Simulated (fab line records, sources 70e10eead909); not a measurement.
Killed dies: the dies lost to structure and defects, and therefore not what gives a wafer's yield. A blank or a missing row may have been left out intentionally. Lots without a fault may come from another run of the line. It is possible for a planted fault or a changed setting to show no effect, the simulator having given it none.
What tool caused it? | flow nand_harc | Sampling: 24 lots, 72 wafers, 6 of 1302 route steps

== WHAT EACH GAUGE READ, for each wafer ==
NHARC_P_BONDPAD_OVL_MEAS_38. Usual: overlay_x_nm 1 nm, standard deviation 6.5; overlay_y_nm 1 nm, standard deviation 6.8.
lot  | measured     | on         | overlay_x_nm (nm) | overlay_y_nm (nm) | flag
L074 | day 6 10:14  | overlay-02 | 5 5 5             | -2 -2 -2          |
L075 | day 7 01:40  | overlay-01 | 10 10 10          | 9 9 9             |
L076 | day 7 05:27  | overlay-02 | -2 -2 -2          | 7 7 7             |
L077 | day 7 20:07  | overlay-02 | -4 -4 -4          | -3 -4 -3          |
L078 | day 8 05:35  | overlay-02 | 4 5 5             | -2 -1 -1          |
L079 | day 8 23:42  | overlay-01 | -4 -4 -4          | -12 -12 -12       |
L080 | day 9 02:22  | overlay-02 | 0 -1 0            | 1 1 1             |
L081 | day 9 20:23  | overlay-01 | 6 7 6             | 1 0 0             |
L082 | day 9 21:32  | overlay-02 | -2 -2 -2          | -11 -11 -11       |
L083 | day 10 03:21 | overlay-02 | 8 8 8             | -3 -3 -3          |
L084 | day 10 23:09 | overlay-02 | 9 9 9             | 8 8 8             |
L085 | day 11 04:23 | overlay-02 | 1 1 1             | 1 1 1             |
L086 | day 11 11:09 | overlay-01 | -7 -6 -6          | 1 1 1             |
L087 | day 12 15:08 | overlay-02 | 8 9 9             | 1 1 1             |
L089 | day 12 16:04 | overlay-01 | 6 6 6             | 3 2 3             |
L088 | day 12 17:58 | overlay-02 | 0 1 0             | 12 12 12          |
L090 | day 13 12:53 | overlay-02 | -8 -8 -8          | 6 6 6             |
L091 | day 13 15:08 | overlay-01 | 7 6 6             | -17 -17 -17       |
L092 | day 14 07:04 | overlay-01 | -5 -5 -5          | 1 1 1             |
L093 | day 14 11:55 | overlay-01 | 2 3 3             | 6 6 6             |
L094 | day 14 22:05 | overlay-01 | -14 -14 -14       | 11 10 11          |
L095 | day 15 07:37 | overlay-01 | 11 11 11          | 2 2 2             |
L096 | day 15 17:08 | overlay-02 | 7 6 6             | 4 4 4             |
L097 | day 16 05:02 | overlay-01 | -7 -7 -8          | 3 3 3             |

NHARC_P_BONDPAD_INSPECT_23. Usual: raw_defect_count reads 340 (standard deviation 130).
lot  | measured     | on                | raw_defect_count | flag
L074 | day 6 13:00  | defect_inspect-01 | 302 349 302      |
L075 | day 7 04:23  | defect_inspect-01 | 248 317 281      |
L076 | day 7 08:13  | defect_inspect-01 | 287 216 309      |
L077 | day 7 22:49  | defect_inspect-02 | 227 369 330      |
L078 | day 8 08:15  | defect_inspect-02 | 262 590 461      |
L079 | day 9 02:23  | defect_inspect-02 | 312 267 278      |
L080 | day 9 05:08  | defect_inspect-01 | 193 258 348      |
L081 | day 9 23:04  | defect_inspect-02 | 287 372 347      |
L082 | day 10 00:13 | defect_inspect-01 | 279 271 345      |
L083 | day 10 06:01 | defect_inspect-02 | 249 304 311      |
L084 | day 11 01:50 | defect_inspect-01 | 421 462 451      |
L085 | day 11 07:24 | defect_inspect-02 | 269 252 406      |
L086 | day 11 14:09 | defect_inspect-01 | 409 290 287      |
L087 | day 12 17:49 | defect_inspect-01 | 505 212 181      |
L089 | day 12 18:44 | defect_inspect-01 | 412 246 753      |
L088 | day 12 20:42 | defect_inspect-02 | 511 369 368      |
L090 | day 13 15:42 | defect_inspect-02 | 271 531 214      |
L091 | day 13 17:57 | defect_inspect-01 | 274 436 329      |
L092 | day 14 09:46 | defect_inspect-02 | 318 468 402      |
L093 | day 14 14:41 | defect_inspect-02 | 355 167 161      |
L094 | day 15 00:47 | defect_inspect-01 | 425 691 539      |
L095 | day 15 10:17 | defect_inspect-02 | 242 245 246      |
L096 | day 15 19:48 | defect_inspect-01 | 357 298 259      |
L097 | day 16 07:46 | defect_inspect-02 | 287 469 275      |

== WHICH TOOL RAN EACH LOT (tool, then ch and the chambers of the sampled wafers, then the start) ==
lot  | NHARC_P_M1_PRE_CLEAN_32         | NHARC_P_M2_DEP_33               | NHARC_P_BONDPAD_DESCUM_11          | NHARC_P_BONDPAD_DEGAS_25
L074 | pecvd-02 ch 0,2, day 6 04:20    | pecvd-04 ch 0,2, day 6 08:35    | rie_diel-09 ch 0,2,3, day 6 10:23  | pvd_sputter-03, day 6 11:18
L075 | pecvd-02 ch 0,1,2, day 6 19:38  | pecvd-02 ch 0,1,2, day 6 23:59  | rie_diel-10 ch 0,1,2, day 7 01:50  | pvd_sputter-02, day 7 02:46
L076 | pecvd-01 ch 0,1,2, day 6 23:32  | pecvd-04 ch 0,1,2, day 7 03:45  | rie_diel-08 ch 1,2,3, day 7 05:35  | pvd_sputter-03, day 7 06:34
L077 | pecvd-04 ch 2, day 7 13:53      | pecvd-04 ch 1,2, day 7 18:27    | rie_diel-10 ch 1,2,3, day 7 20:15  | pvd_sputter-01, day 7 21:11
L078 | pecvd-02 ch 0,1, day 7 23:10    | pecvd-02 ch 0,1, day 8 03:43    | rie_diel-10 ch 0,1,3, day 8 05:42  | pvd_sputter-01, day 8 06:38
L079 | pecvd-02 ch 0,1, day 8 17:32    | pecvd-04 ch 1,2, day 8 21:50    | rie_diel-10 ch 0,1,2, day 8 23:50  | pvd_sputter-03, day 9 00:46
L080 | pecvd-02 ch 0,1, day 8 20:42    | pecvd-01 ch 0,1,2, day 9 00:52  | rie_diel-09 ch 0,2, day 9 02:31    | pvd_sputter-02, day 9 03:29
L081 | pecvd-01 ch 1,2, day 9 14:34    | pecvd-02 ch 0,1, day 9 18:44    | rie_diel-10 ch 1,2,3, day 9 20:31  | pvd_sputter-01, day 9 21:26
L082 | pecvd-04 ch 1, day 9 15:25      | pecvd-02 ch 0,1,2, day 9 19:49  | rie_diel-09 ch 0,2,3, day 9 21:40  | pvd_sputter-01, day 9 22:35
L083 | pecvd-04 ch 1,2, day 9 21:13    | pecvd-01 ch 0,1,2, day 10 01:29 | rie_diel-10 ch 1,2,3, day 10 03:28 | pvd_sputter-01, day 10 04:25
L084 | pecvd-01 ch 0,1, day 10 16:16   | pecvd-04 ch 1,2, day 10 20:49   | rie_diel-10 ch 0,1, day 10 23:17   | pvd_sputter-02, day 11 00:13
L085 | pecvd-04 ch 1,2, day 10 22:16   | pecvd-02 ch 0,2, day 11 02:40   | rie_diel-09 ch 1,3, day 11 04:31   | pvd_sputter-01, day 11 05:28
L086 | pecvd-02 ch 0,2, day 11 05:00   | pecvd-04 ch 1,2, day 11 09:29   | rie_diel-08 ch 2,3, day 11 11:16   | pvd_sputter-02, day 11 12:13
L087 | pecvd-02 ch 0,1,2, day 12 09:13 | pecvd-02 ch 1,2, day 12 13:26   | rie_diel-10 ch 0,2,3, day 12 15:17 | pvd_sputter-02, day 12 16:13
L089 | pecvd-02 ch 0,2, day 12 10:24   | pecvd-02 ch 0,1, day 12 14:32   | rie_diel-10 ch 0,1,2, day 12 16:12 | pvd_sputter-03, day 12 17:08
L088 | pecvd-02 ch 1,2, day 12 11:35   | pecvd-02 ch 0,1, day 12 16:17   | rie_diel-10 ch 1,2, day 12 18:05   | pvd_sputter-03, day 12 19:04
L090 | pecvd-01 ch 0,1,2, day 13 06:57 | pecvd-02 ch 1,2, day 13 11:10   | rie_diel-10 ch 0,1,2, day 13 13:01 | pvd_sputter-01, day 13 14:02
L091 | pecvd-02 ch 0,1, day 13 09:11   | pecvd-01 ch 0,1, day 13 13:29   | rie_diel-10 ch 0,1,2, day 13 15:17 | pvd_sputter-01, day 13 16:14
L092 | pecvd-04 ch 1,2, day 14 01:06   | pecvd-04 ch 0,1,2, day 14 05:31 | rie_diel-08 ch 0,2,3, day 14 07:13 | pvd_sputter-01, day 14 08:09
L093 | pecvd-04 ch 1,2, day 14 05:52   | pecvd-04 ch 0,2, day 14 10:04   | rie_diel-08 ch 0,2,3, day 14 12:02 | pvd_sputter-03, day 14 13:05
L094 | pecvd-01 ch 0,2, day 14 16:10   | pecvd-04 ch 0,1, day 14 20:25   | rie_diel-09 ch 0,1,2, day 14 22:13 | pvd_sputter-03, day 14 23:09
L095 | pecvd-02 ch 0,1,2, day 15 01:22 | pecvd-04 ch 0, day 15 05:49     | rie_diel-08 ch 2,3, day 15 07:44   | pvd_sputter-03, day 15 08:41
L096 | pecvd-02 ch 0,1, day 15 11:08   | pecvd-02 ch 0,1,2, day 15 15:34 | rie_diel-10 ch 0,1,2, day 15 17:16 | pvd_sputter-01, day 15 18:11
L097 | pecvd-02 ch 0,1,2, day 15 23:13 | pecvd-02 ch 0,1,2, day 16 03:21 | rie_diel-08 ch 0,1,2, day 16 05:10 | pvd_sputter-01, day 16 06:07
- NHARC_P_M1_PRE_CLEAN_32: time 12 s.
- NHARC_P_M2_DEP_33: deposits SiCN, target thk 30 nm.
- NHARC_P_BONDPAD_DESCUM_11: chemistry O2, time 3 s.
- NHARC_P_BONDPAD_DEGAS_25: time 60 s.

== WHAT THE TOOLS THEMSELVES READ (means of the sampled wafers that have a number; where no wafer has one, the mark that the record gives instead) ==
NHARC_P_M1_PRE_CLEAN_32. Usual: heater_power_w 654 W, standard deviation 84; rf_fwd_power_W 292.4 W, standard deviation 1.
lot  | tool     | heater_power_w (W) | rf_fwd_power_W (W) | flag
L074 | pecvd-02 | 599                | 292.5              |
L075 | pecvd-02 | 639                | 291.7              |
L076 | pecvd-01 | 651                | 293.3              |
L077 | pecvd-04 | 549                | 292.1              |
L078 | pecvd-02 | 677                | 291.8              |
L079 | pecvd-02 | 657                | 292.8              |
L080 | pecvd-02 | 638                | 293.8              |
L081 | pecvd-01 | 659                | 291.9              |
L082 | pecvd-04 | 803                | 291.9              |
L083 | pecvd-04 | 652                | 293.1              |
L084 | pecvd-01 | 688                | 292.8              |
L085 | pecvd-04 | 619                | 292.2              |
L086 | pecvd-02 | 613                | 292.2              |
L087 | pecvd-02 | 647                | 292.3              |
L089 | pecvd-02 | 549                | 292.7              |
L088 | pecvd-02 | 707                | 292.6              |
L090 | pecvd-01 | 693                | 291.5              |
L091 | pecvd-02 | 664                | 292.9              |
L092 | pecvd-04 | 702                | 291.6              |
L093 | pecvd-04 | 622                | 291.6              |
L094 | pecvd-01 | 610                | 292.7              |
L095 | pecvd-02 | 630                | 291.4              |
L096 | pecvd-02 | 644                | 293.4              |
L097 | pecvd-02 | 640                | 293.2              |

NHARC_P_M2_DEP_33. Usual: heater_power_w 607 W, standard deviation 79; rf_fwd_power_W 449.2 W, standard deviation 1.6.
lot  | tool     | heater_power_w (W) | rf_fwd_power_W (W) | flag
L074 | pecvd-04 | 600                | 448.9              |
L075 | pecvd-02 | 553                | 448.5              |
L076 | pecvd-04 | 664                | 448.9              |
L077 | pecvd-04 | 584                | 449.6              |
L078 | pecvd-02 | 647                | 450.0              |
L079 | pecvd-04 | 607                | 448.1              |
L080 | pecvd-01 | 610                | 449.9              |
L081 | pecvd-02 | 581                | 450.3              |
L082 | pecvd-02 | 609                | 447.2              |
L083 | pecvd-01 | 613                | 448.9              |
L084 | pecvd-04 | 597                | 449.1              |
L085 | pecvd-02 | 499                | 450.1              |
L086 | pecvd-04 | 603                | 448.8              |
L087 | pecvd-02 | 626                | 448.6              |
L089 | pecvd-02 | 556                | 448.9              |
L088 | pecvd-02 | 668                | 449.5              |
L090 | pecvd-02 | 619                | 447.4              |
L091 | pecvd-01 | 579                | 450.3              |
L092 | pecvd-04 | 616                | 449.3              |
L093 | pecvd-04 | 596                | 450.4              |
L094 | pecvd-04 | 585                | 447.9              |
L095 | pecvd-04 | 574                | 449.1              |
L096 | pecvd-02 | 586                | 448.8              |
L097 | pecvd-02 | 573                | 449.5              |

NHARC_P_BONDPAD_DESCUM_11. Usual: drypump_motor_current_A 5.5 A, standard deviation 0.39; mfc_ar_sccm 0.010 sccm, standard deviation 0.012; oes_product_au 0.998 a.u., standard deviation 0.012; rf_vpp_V 57.9 V, standard deviation 0.87; showerhead_plenum_p_Torr 1.95 Torr, standard deviation 0.094; throttle_valve_pct 11.309 %, standard deviation 0.0085.
lot  | tool        | drypump_motor_current_A (A) | mfc_ar_sccm (sccm) | oes_product_au (a.u.) | rf_vpp_V (V) | showerhead_plenum_p_Torr (Torr) | throttle_valve_pct (%) | flag
L074 | rie_diel-09 | 6.0                         | 0.008              | 0.988                 | 57.1         | 1.87                            | 11.308                 |
L075 | rie_diel-10 | 5.4                         | 0.013              | 0.985                 | 58.1         | 2.00                            | 11.306                 |
L076 | rie_diel-08 | 5.4                         | 0.010              | 1.005                 | 57.8         | 2.00                            | 11.316                 |
L077 | rie_diel-10 | 5.4                         | 0.005              | 1.001                 | 58.2         | 1.93                            | 11.301                 |
L078 | rie_diel-10 | 5.6                         | 0.013              | 0.994                 | 58.0         | 1.96                            | 11.315                 |
L079 | rie_diel-10 | 5.4                         | 0.013              | 0.991                 | 57.8         | 2.00                            | 11.305                 |
L080 | rie_diel-09 | 5.7                         | 0.000              | 0.991                 | 56.7         | 1.80                            | 11.311                 |
L081 | rie_diel-10 | 5.4                         | 0.005              | 0.998                 | 57.3         | 1.93                            | 11.312                 |
L082 | rie_diel-09 | 6.0                         | 0.008              | 0.990                 | 57.8         | 1.86                            | 11.321                 |
L083 | rie_diel-10 | 5.4                         | 0.005              | 1.003                 | 57.9         | 1.93                            | 11.319                 |
L084 | rie_diel-10 | 5.6                         | 0.020              | 1.003                 | 58.4         | 2.03                            | 11.309                 |
L085 | rie_diel-09 | 6.1                         | 0.015              | 0.986                 | 58.5         | 1.97                            | 11.304                 |
L086 | rie_diel-08 | 5.1                         | 0.000              | 1.007                 | 57.1         | 1.94                            | 11.304                 |
L087 | rie_diel-10 | 5.4                         | 0.007              | 0.989                 | 58.4         | 1.93                            | 11.308                 |
L089 | rie_diel-10 | 5.4                         | 0.013              | 0.997                 | 57.9         | 2.00                            | 11.304                 |
L088 | rie_diel-10 | 5.2                         | 0.005              | 0.986                 | 57.8         | 1.97                            | 11.308                 |
L090 | rie_diel-10 | 5.4                         | 0.013              | 0.999                 | 58.7         | 2.00                            | 11.302                 |
L091 | rie_diel-10 | 5.4                         | 0.013              | 0.999                 | 57.4         | 2.00                            | 11.310                 |
L092 | rie_diel-08 | 5.3                         | 0.012              | 1.013                 | 57.7         | 1.93                            | 11.297                 |
L093 | rie_diel-08 | 5.3                         | 0.012              | 1.010                 | 58.1         | 1.93                            | 11.316                 |
L094 | rie_diel-09 | 5.6                         | 0.000              | 0.998                 | 57.6         | 1.85                            | 11.314                 |
L095 | rie_diel-08 | 5.2                         | 0.000              | 1.010                 | 58.4         | 1.94                            | 11.308                 |
L096 | rie_diel-10 | 5.4                         | 0.013              | 0.996                 | 57.8         | 2.00                            | 11.324                 |
L097 | rie_diel-08 | 5.6                         | 0.022              | 1.008                 | 57.6         | 1.98                            | 11.316                 |

NHARC_P_BONDPAD_DEGAS_25. Usual: heater_power_w reads 441 W (standard deviation 29).
lot  | tool           | heater_power_w (W) | flag
L074 | pvd_sputter-03 | 478                |
L075 | pvd_sputter-02 | 463                |
L076 | pvd_sputter-03 | 452                |
L077 | pvd_sputter-01 | 436                |
L078 | pvd_sputter-01 | 430                |
L079 | pvd_sputter-03 | 418                |
L080 | pvd_sputter-02 | 464                |
L081 | pvd_sputter-01 | 431                |
L082 | pvd_sputter-01 | 438                |
L083 | pvd_sputter-01 | 439                |
L084 | pvd_sputter-02 | 482                |
L085 | pvd_sputter-01 | 453                |
L086 | pvd_sputter-02 | 450                |
L087 | pvd_sputter-02 | 473                |
L089 | pvd_sputter-03 | 462                |
L088 | pvd_sputter-03 | 436                |
L090 | pvd_sputter-01 | 438                |
L091 | pvd_sputter-01 | 441                |
L092 | pvd_sputter-01 | 448                |
L093 | pvd_sputter-03 | 422                |
L094 | pvd_sputter-03 | 425                |
L095 | pvd_sputter-03 | 424                |
L096 | pvd_sputter-01 | 424                |
L097 | pvd_sputter-01 | 443                |

== THE ANSWER, worked out from the rows above alone ==
Rule: lot off if the mean of its wafers having a number is beyond 3 standard deviations from the usual mean. A lot without any number at a reading at which 4 lots or more have one is off too. Where the step has rows for the other lots, those lots are counted as sound. First the gauges in route order, then the tools' own readings, where a lot's mean is used as printed above. The first step at which some lot is off is used, and at that step the reading that is off furthest; a lot without a number counts as furthest.
No lot is off on any of the readings shown, so nothing can be concluded from this.

== WHAT THE SIMULATOR PUT IN ==
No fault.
